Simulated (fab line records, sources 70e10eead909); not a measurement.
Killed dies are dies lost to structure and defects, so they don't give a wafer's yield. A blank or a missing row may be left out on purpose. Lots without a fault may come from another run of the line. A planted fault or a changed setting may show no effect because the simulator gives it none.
fab line records | flow nand_harc
record lots=6 wafers=18 last_day=33
route steps=1302 shown A_BONDPAD@1219 END@1302
lots that met no fault: from a run of the same line without faults
start_h: hours from the record's first day to the start of the lot's first wafer shown | wait_h: hours since the lot's step before | " the same as in the row above | L1.1+2: a row that stands for several wafers | - no value, or no start given | * or withheld: withheld | < > ~ a bound
route shown NAME@n: a module of which the file shows steps, and the number in the route of the first | usual: mean/standard deviation of fault-free wafers | same: alike in all rows | chamber/n: place in a boat | sites: the reading at each site | _std_site: their standard deviation | _edge_site: outer sites' mean less inner sites' | radius_mm: how far each site lies from the wafer's centre | mask NAME#n: copy n | behind: the tool/chamber that last shaped the wafer | hold: why the lot was held/for how many hours/how that ended | device: the transistor (n, p or np) that didn't switch | end of line: the same wafers' tests at the end of the route | a step without rows: its recipe alone | killed: dies lost to structure and defects at the first sort, not the wafer's yield | map: a wafer's dies, x killed, . not, _ none there
set.NAME: the setting as run; set.NAME@STEP: as run at that earlier step | model.NAME: the simulator's own value behind a step, which no gauge read
lots at some steps of the route; a table a step, a row a wafer
services: from which hour (start_h, from the record's first day; less than 0 if before it) a tool's chamber was out of use, for how many hours, and why
## steps
# step NHARC_A_BONDPAD_ETCH_34
# recipe target_depth_a=600 overetch_a=180 time_s=65.91 ion_energy_ev=200 n2_flow_sccm=150 h2_flow_sccm=150 ar_flow_sccm=0 rf_w=400 bias_w=150 chemistry=N2/H2
# usual drypump_motor_current_A=5.7/0.39 h2_flow_sccm=150.0/0.5 oes_product_au=1.001/0.0068 rf_vpp_V=430/3.2 showerhead_plenum_p_Torr=2.02/0.11 throttle_valve_pct=14.172/0.0096
# columns lot.wafer tool chamber start_h wait_h drypump_motor_current_A h2_flow_sccm oes_product_au rf_hours_counter_h rf_vpp_V showerhead_plenum_p_Torr throttle_valve_pct
L798.3 rie_diel-06 1 643.37 0.1 5.7 149.9 0.995 4 430 2.02 14.163
L798.1 " 2 " " 6.0 150.9 1.007 4 435 2.19 14.182
L798.6 " 1 " " 5.7 150.2 0.999 - 430 2.02 14.179
L800.3 rie_diel-03 3 656.25 0.1 6.2 149.8 0.994 1 434 2.14 14.172
L800.2 " 0 " " 5.7 150.2 1.005 1 427 1.90 14.169
L800.1 " 2 " " 5.9 150.8 1.012 1 426 1.89 14.162
L804.3 rie_diel-06 1 689.46 0.1 5.7 149.6 1.000 0 430 2.02 14.162
L804.6 " 1 " " 5.7 149.4 0.988 - 429 2.02 14.175
L804.4 " 3 " " 5.2 149.6 1.001 - 428 1.92 14.169
L803.2 rie_diel-06 3 708.92 0.1 5.2 150.6 1.013 1 428 1.92 14.180
L803.6 " 2 " " 6.0 150.2 0.989 - 435 2.19 14.174
L803.4 " 3 " " 5.2 151.0 1.002 - 426 1.92 14.161
L808.4 rie_diel-10 0 727.21 0.1 5.1 150.7 1.003 38 429 2.03 14.202
L808.3 " 1 " " 6.4 150.9 1.005 37 431 2.06 14.187
L808.6 " 0 " " 5.0 150.6 1.007 - 430 2.03 14.174
L810.3 rie_diel-06 3 761.89 0.1 5.2 149.4 1.011 3 428 1.92 14.163
L810.5 " 0 " " 5.7 150.0 1.007 - 426 1.90 14.188
L810.6 " 1 " " 5.7 150.1 0.991 - 430 2.01 14.175
# step NHARC_A_BONDPAD_ETCH_12
# recipe target_depth_a=2200 time_s=110 chf3_flow_sccm=50 o2_flow_sccm=10 ar_flow_sccm=200 rf_w=500 bias_w=200 chemistry=CHF3/O2
# step NHARC_A_BONDPAD_CD_MEAS_13
# usual cd_nm=499.5/1.5
# columns lot.wafer tool chamber start_h wait_h cd_nm
L798.1 cd_sem-03 - 643.60 - 498.4
L798.3 " - " " 500.7
L798.6 " - " " 500.3
L800.1 cd_sem-01 - 656.48 - 498.4
L800.2 " - " " 497.8
L800.3 " - " " 497.4
L804.3 cd_sem-02 - 689.73 - 497.9
L804.4 " - " " 497.3
L804.6 " - " " 498.7
L803.2 cd_sem-02 - 709.18 - 498.7
L803.4 " - " " 498.9
L803.6 " - " " 500.1
L808.3 cd_sem-01 - 727.45 - 497.7
L808.4 " - " " 497.7
L808.6 " - " " 496.5
L810.3 cd_sem-03 - 762.10 - 496.9
L810.5 " - " " 498.4
L810.6 " - " " 498.6
# step NHARC_A_BONDPAD_STRIP_15
# recipe o2_flow_sccm=500 ar_flow_sccm=0 bias_w=0 chemistry=O2
# step NHARC_A_BONDPAD_ETCH_24
# recipe target_depth_a=300 over_etch_frac=0.3 time_s=72.99 ion_energy_ev=150 cf4_flow_sccm=50 n2_flow_sccm=100 ar_flow_sccm=150 rf_w=300 bias_w=100 chemistry=CF4/N2
# usual drypump_motor_current_A=5.7/0.34 oes_product_au=1.001/0.0074 rf_vpp_V=313.4/2.5 showerhead_plenum_p_Torr=2.58/0.13 throttle_valve_pct=19.793/0.0085
# columns lot.wafer tool chamber start_h wait_h drypump_motor_current_A oes_product_au rf_hours_counter_h rf_vpp_V showerhead_plenum_p_Torr throttle_valve_pct
L798.3 rie_diel-06 1 - - 5.7 0.996 4 312.8 2.60 19.795
L798.1 " 2 " " 6.0 1.005 4 316.4 2.80 19.782
L798.6 " 3 " " 5.2 0.996 - 312.8 2.48 19.786
L800.2 rie_diel-06 1 - - 5.7 1.007 4 312.9 2.60 19.794
L800.3 " 2 " " 6.0 1.012 4 318.5 2.80 19.792
L800.1 " 3 " " 5.2 1.008 4 312.1 2.48 19.796
L804.3 rie_diel-06 3 690.00 0.2 5.2 0.999 1 312.6 2.48 19.784
L804.4 " 2 " " 6.0 0.986 - 317.2 2.80 19.794
L804.6 " 3 " " 5.3 0.999 - 311.4 2.48 19.801
L803.2 rie_diel-03 1 - - 6.4 1.011 10 317.0 2.75 19.798
L803.4 " 0 " " 5.7 1.008 10 310.6 2.46 19.801
L803.6 " 1 " " 6.3 1.007 - 315.6 2.75 19.807
L808.4 rie_diel-03 3 - - 6.2 1.008 10 316.2 2.74 19.796
L808.3 " 0 " " 5.8 0.998 13 311.3 2.45 19.800
L808.6 " 2 " " 6.0 1.001 - 310.7 2.44 19.795
L810.3 rie_diel-06 1 - - 5.8 0.991 3 313.7 2.59 19.795
L810.6 " 3 " " 5.2 1.009 - 311.4 2.48 19.787
L810.5 " 0 " " 5.6 1.007 - 312.1 2.46 19.782
# step NHARC_A_BONDPAD_STRIP_16
# recipe time_s=600 temp_c=30 chemistry=post_etch_residue_remover
# step NHARC_A_BONDPAD_DEGAS_25
# recipe temp_c=300 time_s=60
# usual heater_power_w=455/41
# columns lot.wafer tool chamber start_h wait_h heater_power_w
L798.1 pvd_sputter-01 - 644.22 - 443
L798.3 " - " " 475
L798.6 " - " " 479
L800.2 pvd_sputter-01 - 657.10 - 487
L800.3 " - " " 435
L800.1 " - " " 467
L804.3 pvd_sputter-03 - 690.40 - 515
L804.4 " - " " 455
L804.6 " - " " 427
L803.4 pvd_sputter-01 - 709.80 - 486
L803.2 " - " " 446
L803.6 " - " " 489
L808.3 pvd_sputter-01 - 728.08 - 477
L808.4 " - " " 492
L808.6 " - " " 428
L810.3 pvd_sputter-02 - 762.78 - 375
L810.6 " - " " 420
L810.5 " - " " 451
# step NHARC_A_BONDPAD_PRE_CLEAN_26
# recipe time_s=30 temp_c=280 gas=H2/He
# step NHARC_A_BONDPAD_PVD_17
# recipe target_thk_a=50 bias_v=168.6 power_w=15000 chamber_pressure_pa=0.12 time_s=8.06 substrate_temp_c=50 material=TaN
# step NHARC_A_BONDPAD_PVD_27
# recipe target_thk_a=300 chamber_pressure_pa=5 power_w=5000 substrate_temp_c=30 time_s=20.49 material=Cu
# usual throttle_valve_pct=29.8/1.3
# columns lot.wafer tool chamber start_h wait_h throttle_valve_pct
L798.3 pvd_sputter-01 - - - 28.9
L798.1 " - " " 31.4
L798.6 " - " " 28.5
L800.2 pvd_sputter-01 - - - 28.3
L800.3 " - " " 29.0
L800.1 " - " " 31.8
L804.4 pvd_sputter-03 - - - 28.9
L804.3 " - " " 28.4
L804.6 " - " " 30.9
L803.2 pvd_sputter-01 - - - 29.3
L803.4 " - " " 28.9
L803.6 " - " " 31.6
L808.4 pvd_sputter-01 - - - 29.0
L808.3 " - " " 31.5
L808.6 " - " " 29.0
L810.3 pvd_sputter-02 - - - 30.5
L810.5 " - " " 31.1
L810.6 " - " " 30.1
# step NHARC_A_BONDPAD_ECD_18
# recipe target_thk_a=4000 bath_temp_c=25 material=Cu
# step NHARC_A_BONDPAD_ANNEAL_28
# recipe temp_c=225 time_s=90
# usual wafer_temp_C_max=226.2/0.44
# columns lot.wafer tool chamber start_h wait_h wafer_temp_C_max
L798.1 rtp_anneal-02 0 644.96 0.3 226.5
L798.3 " 0 " " 225.9
L798.6 " 0 " " 225.9
L800.1 rtp_anneal-02 0 657.83 0.3 225.8
L800.2 " 0 " " 225.9
L800.3 " 0 " " 226.2
L804.3 rtp_anneal-01 0 691.24 0.3 226.7
L804.4 " 0 " " 226.0
L804.6 " 0 " " 226.2
L803.2 rtp_anneal-02 0 710.58 - 225.9
L803.4 " 0 " " 226.0
L803.6 " 0 " " 226.1
L808.3 rtp_anneal-01 0 729.01 0.4 227.4
L808.4 " 0 " " 226.7
L808.6 " 0 " " 226.8
L810.3 rtp_anneal-02 0 763.61 - 226.5
L810.5 " 0 " " 225.9
L810.6 " 0 " " 225.6
# step NHARC_A_BONDPAD_CMP_19
# recipe t_overpolish_s=30 cu_recess_touch_s=16 target_thk_nm=169.82
# usual cu_recess_touch_s=16/0 edge_zone_pressure_frac=1.000/0.0048 motor_current_A=12.2/0.97 overpolish_run_s=29.999/0.009
# columns lot.wafer tool chamber start_h wait_h cu_recess_touch_s edge_zone_pressure_frac motor_current_A overpolish_run_s
L798.3 cmp-01 2 645.34 - 16 0.992 12.7 30.015
L798.1 " 0 " " 16 1.000 12.4 29.997
L798.6 " 1 " " 16 0.995 13.6 30.002
L800.3 cmp-02 1 658.21 - 16 1.004 12.0 29.988
L800.1 " 2 " " 16 1.000 12.9 30.012
L800.2 " 3 " " 16 0.998 12.0 30.012
L804.3 cmp-03 3 691.48 - - - - -
L804.4 " 1 " " - - - -
L804.6 " 0 " " - - - -
L803.4 cmp-02 2 710.93 - - - - -
L803.2 " 3 " " - - - -
L803.6 " 1 " " - - - -
L808.3 cmp-01 0 729.54 - 16 1.011 12.3 29.990
L808.4 " 1 " " 16 1.013 13.3 29.992
L808.6 " 3 " " 16 1.002 11.0 29.995
L810.3 cmp-01 1 763.88 - 16 1.000 13.6 29.997
L810.6 " 0 " " 16 0.996 12.0 29.992
L810.5 " 1 " " 16 0.999 12.9 30.005
# step NHARC_A_BONDPAD_THK_MEAS_20
# recipe thk_meas_gauge=xrf
# usual thk_nm=169.7/1.5
# columns lot.wafer tool chamber start_h wait_h thk_nm
L798.1 film_metro-01 - 645.63 - 169.9
L798.3 " - " " 169.9
L798.6 " - " " 169.5
L800.1 film_metro-02 - 658.50 - 168.7
L800.2 " - " " 169.2
L800.3 " - " " 169.3
L804.3 film_metro-01 - 691.81 0.3 400.1
L804.4 " - " " 398.2
L804.6 " - " " 397.7
L803.2 film_metro-02 - 711.19 0.2 403.4
L803.4 " - " " 408.9
L803.6 " - " " 411.3
L808.3 film_metro-02 - 729.81 - 168.0
L808.4 " - " " 167.1
L808.6 " - " " 167.6
L810.3 film_metro-02 - 764.18 - 171.0
L810.5 " - " " 169.1
L810.6 " - " " 170.5
# step NHARC_A_BONDPAD_SRD_21
# recipe time_s=30 temp_c=23 dry_time_s=20 spin_rpm=1500
# step NHARC_A_BONDPAD_INSPECT_23
# usual raw_defect_count=545/130
# columns lot.wafer tool chamber start_h wait_h raw_defect_count
L798.1 defect_inspect-02 - 645.86 0.0 696
L798.3 " - " " 509
L798.6 " - " " 558
L800.1 defect_inspect-02 - 658.70 0.0 557
L800.2 " - " " 433
L800.3 " - " " 579
L804.3 defect_inspect-01 - 692.03 0.0 3165
L804.4 " - " " 3200
L804.6 " - " " 3283
L803.2 defect_inspect-02 - 711.39 0.0 3364
L803.4 " - " " 3240
L803.6 " - " " 3297
L808.3 defect_inspect-02 - 730.03 0.0 602
L808.4 " - " " 475
L808.6 " - " " 511
L810.3 defect_inspect-01 - 764.40 0.0 487
L810.5 " - " " 428
L810.6 " - " " 467
# step NHARC_END_SORT_01
# recipe temp_c=25
# usual defect_limited_yield=92.5/2.3 killed_at_array=46/15 killed_at_other=0.8/1.1 killed_at_periphery=4.0/2.9 killed_dies=50/15 killed_open=3.2/1.8 killed_short=2.3/1.6 sort_bin_2_pct=2.7/1 sort_bin_3_pct=0.5/0.32 sort_bin_4_pct=4.2/1.3 sort_n_pass=627/15 sort_rim_yield_pct=87/4.7 sort_yield_pct=92.5/2.3
# same gross_dies=677 sort_bin_5_pct[%]=0 sort_bin_6_pct[%]=0 sort_bin_7_pct[%]=0 sort_bin_8_pct[%]=0 sort_rim_n_gross=106.00
# columns lot.wafer tool chamber start_h wait_h defect_limited_yield[%] killed_at_array killed_at_other killed_at_periphery killed_dies killed_open killed_short sort_bin_2_pct[%] sort_bin_3_pct[%] sort_bin_4_pct[%] sort_n_pass sort_rim_yield_pct[%] sort_yield_pct[%]
L800.1 prober-01 0 690.94 2.5 92.2 43 0 10 53 5 4 3.1 0.3 4.4 624 83 92.2
L800.2 prober-01 0 691.75 2.8 90.8 52 1 9 62 4 3 2.2 1.0 5.9 615 86 90.8
L800.3 prober-01 0 692.56 3.1 91.9 49 1 5 55 1 1 2.4 0.9 4.9 622 86 91.9
L804.3 prober-02 0 722.81 3.1 0 671 0 6 677 4 5 3.0 92.9 4.1 0 0 0
L804.4 prober-02 0 723.61 3.4 0 671 2 4 677 3 5 2.7 94.2 3.1 0 0 0
L804.6 prober-02 0 725.22 4.0 0 668 1 8 677 3 2 2.7 91.9 5.5 0 0 0
L803.2 prober-01 0 742.00 2.8 0 677 0 0 677 3 5 2.8 92.5 4.7 0 0 0
L803.4 prober-01 0 743.61 3.4 0 674 0 3 677 5 3 2.8 92.0 5.2 0 0 0
L803.6 prober-01 0 745.22 4.0 0 671 1 5 677 6 3 3.5 91.4 5.0 0 0 0
L808.3 prober-01 0 763.58 3.1 94.7 28 1 7 36 2 1 1.0 0.4 3.8 641 92 94.7
L808.4 prober-01 0 764.37 3.4 94.1 35 0 5 40 3 2 1.9 0.4 3.5 637 92 94.1
L808.6 prober-01 0 765.94 3.9 94.2 33 1 5 39 5 2 1.3 0.3 4.1 638 92 94.2
# killed by level:class
L800.1 A_CHANNEL_HOLE_D1:chamber_film_flake=17 A_CHANNEL_HOLE_D2:chamber_film_flake=15 P_BONDPAD:chamber_film_flake=4 A_M1:geometric_particle:open=2 A_WL_FILL:chamber_film_flake=2 P_GATE:geometric_particle:short=1 P_GATE:geometric_particle:open=1 P_M0:geometric_particle:open=1
L800.2 A_CHANNEL_HOLE_D1:chamber_film_flake=27 A_CHANNEL_HOLE_D2:chamber_film_flake=15 P_BONDPAD:chamber_film_flake=7 A_DECK1_JOINT:geometric_particle:open=2 P_CONTACT:geometric_particle:short=1 A_DECK1_JOINT:geometric_particle:short=1 A_WL_FILL:geometric_particle:open=1 A_BLC:geometric_particle:short=1
L800.3 A_CHANNEL_HOLE_D1:chamber_film_flake=29 A_CHANNEL_HOLE_D2:chamber_film_flake=14 P_BONDPAD:chamber_film_flake=3 A_SLIT:chamber_film_flake=2 A_ONON_D1:geometric_particle:short=1 A_CONTACT:geometric_particle:open=1 P_GATE:chamber_film_flake=1 P_M0:chamber_film_flake=1
L804.3 A_BONDPAD:area_cmp=627 A_SLIT:chamber_film_flake=22 A_CHANNEL_HOLE_D1:chamber_film_flake=8 A_WL_FILL:geometric_particle:short=3 P_M0:chamber_film_flake=3 A_WL_FILL:chamber_film_flake=3 P_M0:geometric_particle:open=2 A_ZERO_WELL:chamber_film_flake=2
L804.4 A_BONDPAD:area_cmp=636 A_SLIT:chamber_film_flake=17 A_CHANNEL_HOLE_D1:chamber_film_flake=5 P_M0:chamber_film_flake=3 A_WL_FILL:chamber_film_flake=3 A_WL_FILL:geometric_particle:short=2 A_CONTACT:chamber_film_flake=2 P_M2:geometric_particle:short=1
L804.6 A_BONDPAD:area_cmp=617 A_SLIT:chamber_film_flake=25 A_CONTACT:chamber_film_flake=10 A_CHANNEL_HOLE_D1:chamber_film_flake=6 P_M0:chamber_film_flake=4 P_CONTACT:geometric_particle:open=3 A_STAIRCASE:chamber_film_flake=3 A_WL_FILL:chamber_film_flake=2
L803.2 A_BONDPAD:area_cmp=620 A_CHANNEL_HOLE_D2:chamber_film_flake=19 A_CHANNEL_HOLE_D1:chamber_film_flake=15 A_SLIT:chamber_film_flake=5 A_CHANNEL_FILL_D2:chamber_film_flake=4 A_CONTACT:chamber_film_flake=4 A_CHANNEL_FILL_D1:geometric_particle:open=2 A_CHANNEL_FILL_D1:geometric_particle:short=1
L803.4 A_BONDPAD:area_cmp=620 A_CHANNEL_HOLE_D1:chamber_film_flake=17 A_CHANNEL_HOLE_D2:chamber_film_flake=16 A_CONTACT:chamber_film_flake=7 A_SLIT:chamber_film_flake=5 P_M0:chamber_film_flake=2 P_M0:geometric_particle:open=1 A_ONON_D1:geometric_particle:open=1
L803.6 A_BONDPAD:area_cmp=614 A_CHANNEL_HOLE_D2:chamber_film_flake=22 A_CHANNEL_HOLE_D1:chamber_film_flake=16 A_CHANNEL_FILL_D2:chamber_film_flake=4 A_STAIRCASE:chamber_film_flake=4 A_CONTACT:chamber_film_flake=4 P_CONTACT:geometric_particle:open=3 A_SLIT:chamber_film_flake=3
L808.3 A_CHANNEL_HOLE_D1:chamber_film_flake=10 A_SLIT:chamber_film_flake=6 P_CONTACT:chamber_film_flake=4 A_SGD_CUT:chamber_film_flake=3 A_WL_FILL:chamber_film_flake=3 A_CONTACT:chamber_film_flake=2 P_M0:geometric_particle:open=1 A_CHANNEL_FILL_D1:geometric_particle:open=1
L808.4 A_CHANNEL_HOLE_D1:chamber_film_flake=14 A_CONTACT:chamber_film_flake=4 A_STAIRCASE:chamber_film_flake=3 A_WL_FILL:chamber_film_flake=3 P_GATE:chamber_film_flake=2 A_SGD_CUT:chamber_film_flake=2 A_M1:chamber_film_flake=2 A_SLIT:chamber_film_flake=2
L808.6 A_CHANNEL_HOLE_D1:chamber_film_flake=13 A_SLIT:chamber_film_flake=4 A_CONTACT:chamber_film_flake=4 A_ONON_D1:geometric_particle:open=2 P_CONTACT:chamber_film_flake=2 A_STAIRCASE:chamber_film_flake=2 A_M1:chamber_film_flake=2 P_CONTACT:geometric_particle:open=1
# map L803.2 (x killed, . not)
____________x____________
_________xxxxxxx_________
_______xxxxxxxxxxx_______
______xxxxxxxxxxxxx______
_____xxxxxxxxxxxxxxx_____
____xxxxxxxxxxxxxxxxx____
____xxxxxxxxxxxxxxxxx____
___xxxxxxxxxxxxxxxxxxx___
___xxxxxxxxxxxxxxxxxxx___
__xxxxxxxxxxxxxxxxxxxxx__
__xxxxxxxxxxxxxxxxxxxxx__
_xxxxxxxxxxxxxxxxxxxxxxx_
_xxxxxxxxxxxxxxxxxxxxxxx_
_xxxxxxxxxxxxxxxxxxxxxxx_
_xxxxxxxxxxxxxxxxxxxxxxx_
_xxxxxxxxxxxxxxxxxxxxxxx_
xxxxxxxxxxxxxxxxxxxxxxxxx
xxxxxxxxxxxxxxxxxxxxxxxxx
xxxxxxxxxxxxxxxxxxxxxxxxx
xxxxxxxxxxxxxxxxxxxxxxxxx
xxxxxxxxxxxxxxxxxxxxxxxxx
_xxxxxxxxxxxxxxxxxxxxxxx_
_xxxxxxxxxxxxxxxxxxxxxxx_
_xxxxxxxxxxxxxxxxxxxxxxx_
_xxxxxxxxxxxxxxxxxxxxxxx_
_xxxxxxxxxxxxxxxxxxxxxxx_
__xxxxxxxxxxxxxxxxxxxxx__
__xxxxxxxxxxxxxxxxxxxxx__
___xxxxxxxxxxxxxxxxxxx___
___xxxxxxxxxxxxxxxxxxx___
____xxxxxxxxxxxxxxxxx____
____xxxxxxxxxxxxxxxxx____
_____xxxxxxxxxxxxxxx_____
______xxxxxxxxxxxxx______
_______xxxxxxxxxxx_______
_________xxxxxxx_________
____________x____________
# map L804.3 (x killed, . not)
____________x____________
_________xxxxxxx_________
_______xxxxxxxxxxx_______
______xxxxxxxxxxxxx______
_____xxxxxxxxxxxxxxx_____
____xxxxxxxxxxxxxxxxx____
____xxxxxxxxxxxxxxxxx____
___xxxxxxxxxxxxxxxxxxx___
___xxxxxxxxxxxxxxxxxxx___
__xxxxxxxxxxxxxxxxxxxxx__
__xxxxxxxxxxxxxxxxxxxxx__
_xxxxxxxxxxxxxxxxxxxxxxx_
_xxxxxxxxxxxxxxxxxxxxxxx_
_xxxxxxxxxxxxxxxxxxxxxxx_
_xxxxxxxxxxxxxxxxxxxxxxx_
_xxxxxxxxxxxxxxxxxxxxxxx_
xxxxxxxxxxxxxxxxxxxxxxxxx
xxxxxxxxxxxxxxxxxxxxxxxxx
xxxxxxxxxxxxxxxxxxxxxxxxx
xxxxxxxxxxxxxxxxxxxxxxxxx
xxxxxxxxxxxxxxxxxxxxxxxxx
_xxxxxxxxxxxxxxxxxxxxxxx_
_xxxxxxxxxxxxxxxxxxxxxxx_
_xxxxxxxxxxxxxxxxxxxxxxx_
_xxxxxxxxxxxxxxxxxxxxxxx_
_xxxxxxxxxxxxxxxxxxxxxxx_
__xxxxxxxxxxxxxxxxxxxxx__
__xxxxxxxxxxxxxxxxxxxxx__
___xxxxxxxxxxxxxxxxxxx___
___xxxxxxxxxxxxxxxxxxx___
____xxxxxxxxxxxxxxxxx____
____xxxxxxxxxxxxxxxxx____
_____xxxxxxxxxxxxxxx_____
______xxxxxxxxxxxxx______
_______xxxxxxxxxxx_______
_________xxxxxxx_________
____________x____________
## services
# columns tool chamber start_h hours kind
cmp-03 - 620.90 0.2 repair
cmp-02 - 624.73 4.0 pm
cmp-01 - 633.00 0.6 repair
rie_diel-03 - 635.36 9.0 pm
pvd_sputter-02 - 638.08 10.0 pm
rie_diel-03 - 654.68 0.5 repair
rie_diel-10 2 656.88 17.1 repair
rie_diel-06 - 661.20 9.0 pm
cmp-01 - 664.63 2.2 repair
cmp-03 - 674.39 4.0 pm
cmp-01 - 675.95 4.0 pm
rie_diel-06 0 687.76 40.7 repair
pvd_sputter-03 - 704.00 10.0 pm
rie_diel-10 - 709.26 1.2 repair
cmp-01 - 716.51 4.4 repair
pvd_sputter-02 - 720.93 2.3 repair
cmp-02 - 722.73 4.0 pm
pvd_sputter-01 - 732.10 0.5 repair
rie_diel-06 0 734.53 2.3 repair
rie_diel-03 0 734.99 9.8 repair
rtp_anneal-02 - 744.00 12.0 pm
pvd_sputter-01 - 746.46 5.1 repair
rie_diel-03 1 750.58 3.0 repair
pvd_sputter-01 - 760.05 10.0 pm
## key
first_sign step=NHARC_A_BONDPAD_CMP_19 reading=tool_record direction=missing
effect step=NHARC_A_BONDPAD_THK_MEAS_20 reading=thk_nm direction=up sigmas=99+ usual=169.7 struck=403.3
effect step=NHARC_A_BONDPAD_INSPECT_23 reading=raw_defect_count direction=up sigmas=21 usual=545 struck=3258
effect step=NHARC_END_SORT_01 reading=sort_bin_3_pct direction=up sigmas=99+ usual=0.5 struck=92.5
more_kills_born_at NHARC_A_BONDPAD_CMP_19@cmp-03=1880 NHARC_A_BONDPAD_CMP_19@cmp-02=1854
met_at NHARC_A_BONDPAD_CMP_19
struck_wafers L803.2,L803.4,L803.6,L804.3,L804.4,L804.6
later_rows_left_out L803.2,L803.4,L803.6,L804.3,L804.4,L804.6
onset_between 658.21 691.48
fault kind=skipped_step_whole tool=cmp-02,cmp-03 chamber=- onset_h=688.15 steps=NHARC_A_BONDPAD_CMP_19 scope=struck_lots_only
# later_rows_left_out: the simulator's readings of these wafers behind a module that went badly wrong aren't trusted and aren't shown, but for the sort
